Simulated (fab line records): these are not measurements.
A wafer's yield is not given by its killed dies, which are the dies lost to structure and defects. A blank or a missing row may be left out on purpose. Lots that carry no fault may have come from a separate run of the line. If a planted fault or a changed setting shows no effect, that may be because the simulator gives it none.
Which tool did it? || flow n5Finfet || 9 lots with 27 wafers sampled at 3 steps, on a route of 1938 steps

== WHAT THE GAUGES SHOWED, per wafer ==
N5_BEOL_M0_SAQP_INSPECT_42: inspects for defects (brightfield).
{"lot": "L201", "measured": "day 6 08:24", "on": "defectInspect-02", "rawDefectCount": "376 283 309"}
{"lot": "L202", "measured": "day 6 11:20", "on": "defectInspect-02", "rawDefectCount": "219 203 201"}
{"lot": "L205", "measured": "day 7 01:02", "on": "defectInspect-01", "rawDefectCount": "307 269 212"}
{"lot": "L206", "measured": "day 7 09:02", "on": "defectInspect-01", "rawDefectCount": "1587 1494 1450"}
{"lot": "L207", "measured": "day 7 17:23", "on": "defectInspect-02", "rawDefectCount": "1400 1587 1415"}
{"lot": "L208", "measured": "day 8 00:58", "on": "defectInspect-02", "rawDefectCount": "1508 1419 1567"}
{"lot": "L218", "measured": "day 10 12:23", "on": "defectInspect-02", "rawDefectCount": "341 398 289"}
{"lot": "L219", "measured": "day 10 15:14", "on": "defectInspect-02", "rawDefectCount": "362 284 447"}
{"lot": "L220", "measured": "day 10 22:27", "on": "defectInspect-02", "rawDefectCount": "267 218 287"}

== TOOL THAT RAN EACH LOT (tool first, then ch and the chambers of the sampled wafers, then the start) ==
{"lot": "L201", "N5_BEOL_M0_SAQP_RECESS_114": "vaporEtch-02 ch 0,1, day 6 05:01", "N5_BEOL_M0_SAQP_SPACER1_ALD_98": "aldSin-01 ch 0,1,3, day 6 05:25"}
{"lot": "L202", "N5_BEOL_M0_SAQP_RECESS_114": "vaporEtch-02 ch 0,1, day 6 08:07", "N5_BEOL_M0_SAQP_SPACER1_ALD_98": "aldSin-02 ch 0,2,3, day 6 08:30"}
{"lot": "L205", "N5_BEOL_M0_SAQP_RECESS_114": "vaporEtch-02 ch 0,1, day 6 21:26", "N5_BEOL_M0_SAQP_SPACER1_ALD_98": "aldSin-02 ch 1,3, day 6 21:49"}
{"lot": "L206", "N5_BEOL_M0_SAQP_RECESS_114": "vaporEtch-02 ch 0, day 7 05:40", "N5_BEOL_M0_SAQP_SPACER1_ALD_98": "aldSin-01 ch 0,1,3, day 7 06:02"}
{"lot": "L207", "N5_BEOL_M0_SAQP_RECESS_114": "vaporEtch-02 ch 0,1, day 7 13:57", "N5_BEOL_M0_SAQP_SPACER1_ALD_98": "aldSin-03 ch 0,2,3, day 7 14:20"}
{"lot": "L208", "N5_BEOL_M0_SAQP_RECESS_114": "vaporEtch-02 ch 0,1, day 7 20:56", "N5_BEOL_M0_SAQP_SPACER1_ALD_98": "aldSin-01 ch 0,2,3, day 7 21:12"}
{"lot": "L218", "N5_BEOL_M0_SAQP_RECESS_114": "vaporEtch-02 ch 0,1, day 10 08:58", "N5_BEOL_M0_SAQP_SPACER1_ALD_98": "aldSin-03 ch 1,3, day 10 09:20"}
{"lot": "L219", "N5_BEOL_M0_SAQP_RECESS_114": "vaporEtch-02 ch 0,1, day 10 11:49", "N5_BEOL_M0_SAQP_SPACER1_ALD_98": "aldSin-01 ch 0,2,3, day 10 12:05"}
{"lot": "L220", "N5_BEOL_M0_SAQP_RECESS_114": "vaporEtch-02 ch 0,1, day 10 19:11", "N5_BEOL_M0_SAQP_SPACER1_ALD_98": "aldSin-02 ch 0,2,3, day 10 19:35"}
- N5_BEOL_M0_SAQP_RECESS_114: chemistry HF/NH3, target SiO2, target depth 14.4 nm, afs cycles 3, sublimation time 60 s.
- N5_BEOL_M0_SAQP_SPACER1_ALD_98: deposits SiO2, target thk 12.8 nm, pulse time 1 s, purge time 2 s.

== THE ANSWER, worked out from the rows above alone ==
Rule: the lots themselves supply what counts as usual. Put in order of their means at a reading, lots are off if they are a third of the lots or fewer, leave a main group of 4 or more, and stand apart from it by a gap of 3 or more times the standard deviation of the main group's means; of several such gaps the widest counts. The tables above print the reading to a certain number of digits; a main group whose means all agree to those digits is not used. Also off: a lot with no number at a reading for which 4 or more lots have one. Where the step has rows for the other lots, those lots are counted as sound.
Off: L206, L207, L208, at N5_BEOL_M0_SAQP_INSPECT_42 (rawDefectCount). Mean 293 and standard deviation 55 in the main group.
If a tool, at a process step before that reading, ran all the lots that are off and no sound lot after the first of them, it fits. Gauges at N5_BEOL_M0_SAQP_INSPECT_42: tried the same way as those tools. Of those tried, none fits.

== WHAT THE SIMULATOR PUT IN ==
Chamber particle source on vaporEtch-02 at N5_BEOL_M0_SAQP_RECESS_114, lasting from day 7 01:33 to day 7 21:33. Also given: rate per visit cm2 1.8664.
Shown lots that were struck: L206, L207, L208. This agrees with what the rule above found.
